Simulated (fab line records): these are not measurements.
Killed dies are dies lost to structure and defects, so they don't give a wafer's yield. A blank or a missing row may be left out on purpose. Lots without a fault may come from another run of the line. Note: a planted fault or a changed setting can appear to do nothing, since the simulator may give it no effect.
Which tool was responsible? | flow nand harc | 6 lots, 18 wafers sampled, at 1 step of a route of 1159

WHAT EACH GAUGE READ, for each wafer
NHARC_P_M2_INSPECT_11.
lot  | measured     | on                | raw defect count
L258 | day 6 19:13  | defect inspect-01 | 5 8 4
L269 | day 10 05:24 | defect inspect-01 | 5 7 8
L272 | day 10 10:10 | defect inspect-02 | 4 5 2
L273 | day 10 14:04 | defect inspect-02 | 8 5 4
L275 | day 11 04:08 | defect inspect-02 | 5 7 2
L277 | day 11 15:45 | defect inspect-02 | 3 2 1

WHAT TOOL EACH LOT RAN ON (gives the tool, then ch and the chambers of the sampled wafers, and finally the start)
There is no process step in the record ahead of these readings.

THE ANSWER, worked out from the rows above alone
Rule: the usual values come from the lots themselves. Put in order of their means at a reading, lots are off if they are a third of the lots or fewer, leave a main group of 4 or more, and stand apart from it by a gap of 3 or more times the standard deviation of the main group's means; of several such gaps the widest counts. If all means in a main group match to the digits the tables above print for the reading, that group is not used. A lot without any number at a reading at which 4 lots or more have one is off too. All remaining lots with rows at the step are treated as sound.
Nothing can be told from this: no lot is off at any reading shown.

WHAT THE SIMULATOR PUT IN
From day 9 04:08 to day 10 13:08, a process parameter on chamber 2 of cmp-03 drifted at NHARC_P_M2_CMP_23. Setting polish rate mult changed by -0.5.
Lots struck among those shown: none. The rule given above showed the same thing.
